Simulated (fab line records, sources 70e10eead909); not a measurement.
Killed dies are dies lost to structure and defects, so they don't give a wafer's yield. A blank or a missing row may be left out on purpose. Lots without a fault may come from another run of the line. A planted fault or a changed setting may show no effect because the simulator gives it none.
Which tool did it? | flow nand_harc | 24 lots, 72 wafers sampled, at 5 steps of a route of 1159

WHAT THE GAUGES READ, wafer by wafer
NHARC_P_GATE_CD_MEAS_11: target cd 1640 nm. Usual: cd_nm 1640.6 nm, standard deviation 1.7.
lot  | measured    | on        | cd_nm (nm)           | flag
L074 | day 4 01:53 | cd_sem-01 | 1642.0 1640.6 1640.6 |
L075 | day 4 13:19 | cd_sem-01 | 1638.5 1640.5 1641.6 |
L076 | day 4 18:14 | cd_sem-03 | 1639.4 1641.5 1642.0 |
L077 | day 4 18:05 | cd_sem-01 | 1640.9 1640.8 1641.4 |
L078 | day 5 06:58 | cd_sem-03 | 1639.8 1641.3 1637.4 |
L079 | day 5 06:49 | cd_sem-02 | 1644.9 1643.8 1641.6 |
L080 | day 5 18:51 | cd_sem-01 | 1639.7 1643.5 1639.8 |
L081 | day 5 18:49 | cd_sem-03 | 1640.6 1640.3 1640.6 |
L082 | day 6 02:19 | cd_sem-01 | 1640.7 1639.6 1641.3 |
L083 | day 6 02:30 | cd_sem-02 | 1639.6 1641.1 1640.3 |
L084 | day 6 10:25 | cd_sem-02 | 1638.5 1642.5 1641.9 |
L085 | day 6 18:12 | cd_sem-02 | 1640.7 1641.5 1639.6 |
L086 | day 7 08:40 | cd_sem-02 | 1640.9 1642.1 1639.6 |
L087 | day 7 08:50 | cd_sem-03 | 1641.7 1642.3 1637.0 |
L088 | day 7 19:31 | cd_sem-02 | 1641.3 1640.2 1641.0 |
L089 | day 7 19:21 | cd_sem-02 | 1639.3 1640.7 1641.6 |
L090 | day 8 08:01 | cd_sem-01 | 1639.9 1643.8 1640.8 |
L091 | day 8 07:52 | cd_sem-03 | 1642.7 1643.1 1640.7 |
L092 | day 8 14:08 | cd_sem-03 | 1642.5 1636.6 1639.3 |
L093 | day 8 21:47 | cd_sem-03 | 1641.9 1639.0 1639.6 |
L094 | day 9 09:31 | cd_sem-03 | 1641.8 1643.2 1641.3 |
L095 | day 9 09:28 | cd_sem-02 | 1639.6 1639.0 1640.2 |
L096 | day 9 09:40 | cd_sem-02 | 1638.7 1636.5 1638.6 |
L097 | day 9 21:05 | cd_sem-01 | 1641.2 1638.6 1640.6 |

NHARC_P_CONTACT_OVL_MEAS_13. Usual: overlay_x_nm 0.0 nm, standard deviation 0.7; overlay_y_nm -0.1 nm, standard deviation 0.71.
lot  | measured     | on         | overlay_x_nm (nm) | overlay_y_nm (nm) | flag
L074 | day 5 18:25  | overlay-01 | 0.3 0.5 -0.4      | -0.1 0.5 0.5      |
L075 | day 6 01:03  | overlay-01 | -1.2 -0.9 -0.8    | 0.5 0.2 0.7       |
L076 | day 6 07:15  | overlay-01 | -0.2 -0.7 0.2     | -1.6 -1.5 -2.0    |
L077 | day 6 04:05  | overlay-01 | 1.7 1.6 1.7       | 0.9 0.1 0.4       |
L078 | day 6 16:49  | overlay-02 | -0.8 -0.2 -0.7    | 0.3 0.2 0.5       |
L079 | day 6 17:12  | overlay-02 | 0.7 0.7 0.5       | 0.2 0.5 0.3       |
L080 | day 7 10:38  | overlay-02 | 0.3 1.6 0.9       | -1.0 -0.8 -0.4    |
L081 | day 7 09:59  | overlay-01 | 0.6 1.0 0.5       | 0.8 1.2 0.5       |
L082 | day 7 19:00  | overlay-02 | 0.0 -0.4 -0.5     | -0.6 -0.2 -0.7    |
L083 | day 7 17:42  | overlay-01 | -0.4 -0.4 -0.4    | -0.9 -0.3 -0.6    |
L084 | day 7 22:16  | overlay-01 | -0.7 -0.9 -0.5    | 0.2 -0.5 -0.4     |
L085 | day 8 06:25  | overlay-02 | 0.1 -0.6 0.1      | -0.5 -1.4 -0.8    |
L086 | day 8 21:54  | overlay-01 | -0.5 0.2 0.1      | 0.2 0.0 -0.1      |
L087 | day 8 23:25  | overlay-02 | -0.7 0.0 -0.2     | 0.0 -0.9 -0.1     |
L088 | day 9 12:07  | overlay-02 | -0.1 0.3 0.1      | 0.4 0.7 0.2       |
L089 | day 9 12:17  | overlay-01 | -1.1 0.0 -0.7     | -0.3 -0.8 -0.4    |
L090 | day 9 20:32  | overlay-02 | 0.5 0.1 0.1       | 0.0 -0.3 -0.3     |
L091 | day 9 19:48  | overlay-01 | 1.0 0.7 0.6       | 1.2 0.9 0.6       |
L092 | day 10 02:40 | overlay-02 | 0.1 0.5 -0.1      | -0.6 -0.5 -0.8    |
L093 | day 10 11:17 | overlay-01 | -0.5 -0.8 -0.5    | -0.1 0.4 -0.3     |
L094 | day 10 23:13 | overlay-01 | 0.7 0.1 -0.5      | 1.8 1.3 0.9       |
L095 | day 10 20:18 | overlay-02 | 0.4 0.0 -0.1      | 0.3 0.3 0.1       |
L096 | day 10 20:57 | overlay-01 | 0.6 0.9 0.6       | 0.5 0.5 0.1       |
L097 | day 11 08:19 | overlay-02 | -1.2 -0.9 -0.5    | -0.6 -1.1 -0.2    |

WHICH TOOL RAN EACH LOT (tool, then ch and the chambers of the sampled wafers, then the start)
lot  | NHARC_P_ZERO_WELL_ETCH_62                    | NHARC_P_STI_CMP_21           | NHARC_P_GATE_RTA_82
L074 | rie_diel-07 ch 0,2,3, day 3 05:30 or earlier | cmp-03 ch 2,3, day 3 05:30   | rtp_anneal-02 ch 0, day 5 16:29
L075 | rie_diel-02 ch 0,1,2, day 3 13:54 or earlier | cmp-02 ch 1,2, day 3 13:54   | rtp_anneal-01 ch 0, day 5 23:11
L076 | rie_diel-07 ch 1,2, day 3 22:08 or earlier   | cmp-04 ch 0,2, day 3 22:08   | rtp_anneal-02 ch 0, day 6 05:23
L077 | rie_diel-07 ch 0,1, day 3 22:07 or earlier   | cmp-03 ch 0,1, day 3 22:07   | rtp_anneal-01 ch 0, day 6 02:12
L078 | rie_diel-02 ch 2,3, day 4 14:26 or earlier   | cmp-04 ch 0,2,3, day 4 14:26 | rtp_anneal-01 ch 0, day 6 14:58
L079 | rie_diel-12 ch 0,2,3, day 4 14:22 or earlier | cmp-02 ch 1,2, day 4 14:22   | rtp_anneal-02 ch 0, day 6 15:14
L080 | rie_diel-12 ch 0,2, day 5 02:12 or earlier   | cmp-04 ch 1,2,3, day 5 02:12 | rtp_anneal-01 ch 0, day 7 08:51
L081 | rie_diel-12 ch 2,3, day 5 02:10 or earlier   | cmp-03 ch 0,1, day 5 02:10   | rtp_anneal-02 ch 0, day 7 08:15
L082 | rie_diel-02 ch 0,3, day 5 08:20 or earlier   | cmp-03 ch 2,3, day 5 08:20   | rtp_anneal-01 ch 0, day 7 17:13
L083 | rie_diel-02 ch 0,3, day 5 12:52 or earlier   | cmp-03 ch 1,2, day 5 12:52   | rtp_anneal-01 ch 0, day 7 15:52
L084 | rie_diel-12 ch 0,2,3, day 5 17:32 or earlier | cmp-02 ch 0,2,3, day 5 17:32 | rtp_anneal-02 ch 0, day 7 20:32
L085 | rie_diel-12 ch 2,3, day 6 00:02 or earlier   | cmp-02 ch 0,1,2, day 6 00:02 | rtp_anneal-02 ch 0, day 8 04:34
L086 | rie_diel-02 ch 1,2,3, day 6 14:41 or earlier | cmp-02 ch 1,3, day 6 14:41   | rtp_anneal-01 ch 0, day 8 20:02
L087 | rie_diel-12 ch 0,1,2, day 6 14:41 or earlier | cmp-04 ch 1,2,3, day 6 14:41 | rtp_anneal-01 ch 0, day 8 21:31
L088 | rie_diel-07 ch 0,2,3, day 6 20:49 or earlier | cmp-04 ch 2,3, day 6 20:49   | rtp_anneal-02 ch 0, day 9 08:46
L089 | rie_diel-02 ch 1,2, day 7 05:02 or earlier   | cmp-04 ch 1,2,3, day 7 05:02 | rtp_anneal-02 ch 0, day 9 09:26
L090 | rie_diel-07 ch 0,2,3, day 7 13:42 or earlier | cmp-02 ch 0,2, day 7 13:42   | rtp_anneal-01 ch 0, day 9 18:40
L091 | rie_diel-02 ch 1,2, day 7 13:41 or earlier   | cmp-04 ch 0,1, day 7 13:41   | rtp_anneal-02 ch 0, day 9 17:54
L092 | rie_diel-12 ch 0,2,3, day 7 20:03 or earlier | cmp-04 ch 0,1,3, day 7 20:03 | rtp_anneal-01 ch 0, day 10 00:54
L093 | rie_diel-02 ch 0,3, day 8 01:50 or earlier   | cmp-03 ch 0,1,3, day 8 01:50 | rtp_anneal-02 ch 0, day 10 09:12
L094 | rie_diel-02 ch 1,2, day 8 14:49 or earlier   | cmp-03 ch 1,3, day 8 14:49   | rtp_anneal-01 ch 0, day 10 21:23
L095 | rie_diel-02 ch 0,1,2, day 8 14:50 or earlier | cmp-02 ch 1,2, day 8 14:50   | rtp_anneal-02 ch 0, day 10 18:25
L096 | rie_diel-07 ch 0,1, day 8 19:22 or earlier   | cmp-03 ch 1,3, day 8 19:22   | rtp_anneal-02 ch 0, day 10 19:11
L097 | rie_diel-12 ch 0,1,3, day 9 02:00 or earlier | cmp-04 ch 0,1,2, day 9 02:00 | rtp_anneal-02 ch 0, day 11 06:32
- NHARC_P_ZERO_WELL_ETCH_62: etches the open film in CHF3/Ar, target depth 13 nm, time 6.5 s.
- NHARC_P_STI_CMP_21: polishes, t overpolish 20 s, target thk 380.67 nm.
- NHARC_P_GATE_RTA_82: time 30 s.

WHAT THE TOOLS THEMSELVES READ (means of the sampled wafers that have a number; where no wafer has one, the mark that the record gives instead)
NHARC_P_ZERO_WELL_ETCH_62. Usual: drypump_motor_current_A 5.7 A, standard deviation 0.33; oes_product_au 0.958 a.u., standard deviation 0.017; rf_vpp_V 371.9 V, standard deviation 1.9; showerhead_plenum_p_Torr 2.40 Torr, standard deviation 0.084; throttle_valve_pct 20.217 %, standard deviation 0.0089.
lot  | tool        | drypump_motor_current_A (A) | oes_product_au (a.u.) | rf_vpp_V (V) | showerhead_plenum_p_Torr (Torr) | throttle_valve_pct (%) | flag
L074 | rie_diel-07 | 5.5                         | 0.954                 | 372.5        | 2.38                            | 20.219                 |
L075 | rie_diel-02 | 5.9                         | 0.975                 | 372.5        | 2.42                            | 20.213                 |
L076 | rie_diel-07 | 5.4                         | 0.963                 | 374.5        | 2.53                            | 20.207                 |
L077 | rie_diel-07 | 5.6                         | 0.943                 | 371.9        | 2.43                            | 20.217                 |
L078 | rie_diel-02 | 5.8                         | 0.958                 | 371.2        | 2.37                            | 20.211                 |
L079 | rie_diel-12 | 5.9                         | 0.952                 | 371.4        | 2.37                            | 20.218                 |
L080 | rie_diel-12 | 5.7                         | 0.955                 | 371.6        | 2.39                            | 20.209                 |
L081 | rie_diel-12 | 6.2                         | 0.970                 | 371.5        | 2.36                            | 20.218                 |
L082 | rie_diel-02 | 5.9                         | 0.957                 | 371.6        | 2.37                            | 20.218                 |
L083 | rie_diel-02 | 6.0                         | 0.965                 | 371.9        | 2.41                            | 20.217                 |
L084 | rie_diel-12 | 5.9                         | 0.944                 | 372.3        | 2.37                            | 20.224                 |
L085 | rie_diel-12 | 6.0                         | 0.947                 | 372.6        | 2.43                            | 20.225                 |
L086 | rie_diel-02 | 5.7                         | 0.951                 | 370.7        | 2.39                            | 20.219                 |
L087 | rie_diel-12 | 5.5                         | 0.950                 | 372.9        | 2.43                            | 20.217                 |
L088 | rie_diel-07 | 5.5                         | 0.973                 | 371.1        | 2.38                            | 20.213                 |
L089 | rie_diel-02 | 5.8                         | 0.977                 | 372.4        | 2.41                            | 20.222                 |
L090 | rie_diel-07 | 5.5                         | 0.918                 | 371.7        | 2.38                            | 20.217                 |
L091 | rie_diel-02 | 5.8                         | 0.970                 | 373.4        | 2.41                            | 20.217                 |
L092 | rie_diel-12 | 5.9                         | 0.973                 | 371.7        | 2.37                            | 20.217                 |
L093 | rie_diel-02 | 6.0                         | 0.958                 | 372.0        | 2.41                            | 20.210                 |
L094 | rie_diel-02 | 5.8                         | 0.935                 | 372.5        | 2.41                            | 20.219                 |
L095 | rie_diel-02 | 5.9                         | 0.973                 | 372.0        | 2.42                            | 20.219                 |
L096 | rie_diel-07 | 5.6                         | 0.963                 | 373.0        | 2.42                            | 20.213                 |
L097 | rie_diel-12 | 5.7                         | 0.967                 | 370.9        | 2.35                            | 20.218                 |

NHARC_P_STI_CMP_21. Usual: motor_current_A 12.3 A, standard deviation 1.2; overpolish_run_s 20.000 s, standard deviation 0.0089.
lot  | tool   | motor_current_A (A) | overpolish_run_s (s) | flag
L074 | cmp-03 | 13.5                | 19.999               |
L075 | cmp-02 | 11.9                | 19.999               |
L076 | cmp-04 | 12.6                | 20.003               |
L077 | cmp-03 | 10.7                | 19.993               |
L078 | cmp-04 | 12.4                | 20.000               |
L079 | cmp-02 | 12.2                | 19.996               |
L080 | cmp-04 | 12.2                | 20.000               |
L081 | cmp-03 | 12.2                | 19.997               |
L082 | cmp-03 | 13.9                | 20.000               |
L083 | cmp-03 | 13.7                | 19.995               |
L084 | cmp-02 | 12.2                | 20.000               |
L085 | cmp-02 | 12.7                | 19.987               |
L086 | cmp-02 | 12.3                | 20.006               |
L087 | cmp-04 | 11.8                | 20.001               |
L088 | cmp-04 | 11.9                | 19.993               |
L089 | cmp-04 | 12.1                | 19.990               |
L090 | cmp-02 | 11.8                | 20.000               |
L091 | cmp-04 | 12.7                | 19.996               |
L092 | cmp-04 | 12.7                | 20.002               |
L093 | cmp-03 | 11.5                | 20.004               |
L094 | cmp-03 | 12.7                | 20.000               |
L095 | cmp-02 | 12.2                | 20.001               |
L096 | cmp-03 | 12.9                | 19.999               |
L097 | cmp-04 | 12.2                | 19.998               |

NHARC_P_GATE_RTA_82. Usual: lamp_power_pct 4.3 %, standard deviation 0.31; wafer_temp_C_max 451.9, standard deviation 0.45.
lot  | tool          | lamp_power_pct (%) | wafer_temp_C_max | flag
L074 | rtp_anneal-02 | 4.6                | 451.9            |
L075 | rtp_anneal-01 | 4.0                | 452.3            |
L076 | rtp_anneal-02 | 4.6                | 452.0            |
L077 | rtp_anneal-01 | 4.0                | 452.5            |
L078 | rtp_anneal-01 | 4.0                | 452.3            |
L079 | rtp_anneal-02 | 4.6                | 451.9            |
L080 | rtp_anneal-01 | 4.0                | 452.2            |
L081 | rtp_anneal-02 | 4.6                | 451.6            |
L082 | rtp_anneal-01 | 4.0                | 452.4            |
L083 | rtp_anneal-01 | 4.0                | 452.3            |
L084 | rtp_anneal-02 | 4.6                | 451.4            |
L085 | rtp_anneal-02 | 4.6                | 451.8            |
L086 | rtp_anneal-01 | 4.0                | 451.7            |
L087 | rtp_anneal-01 | 4.0                | 452.0            |
L088 | rtp_anneal-02 | 4.6                | 451.9            |
L089 | rtp_anneal-02 | 4.6                | 451.3            |
L090 | rtp_anneal-01 | 4.0                | 451.9            |
L091 | rtp_anneal-02 | 4.6                | 451.4            |
L092 | rtp_anneal-01 | 4.0                | 452.2            |
L093 | rtp_anneal-02 | 4.6                | 451.5            |
L094 | rtp_anneal-01 | 4.0                | 452.0            |
L095 | rtp_anneal-02 | 4.6                | 452.0            |
L096 | rtp_anneal-02 | 4.6                | 451.9            |
L097 | rtp_anneal-02 | 4.6                | 451.6            |

THE ANSWER, worked out from the rows above alone
Rule: a lot is off if the mean of its wafers that have a number lies more than 3 standard deviations from the usual mean. A lot without any number at a reading at which 4 lots or more have one is off too. The other lots that the step has rows for count as sound. The gauges are gone through in route order, then the tools' own readings, and for those a lot's mean is taken as printed above. The first step at which some lot is off is used, and at that step the reading that is off furthest; a lot without a number counts as furthest.
No lot is off at any reading shown: from this, nothing can be told.

WHAT THE SIMULATOR HAD PUT IN
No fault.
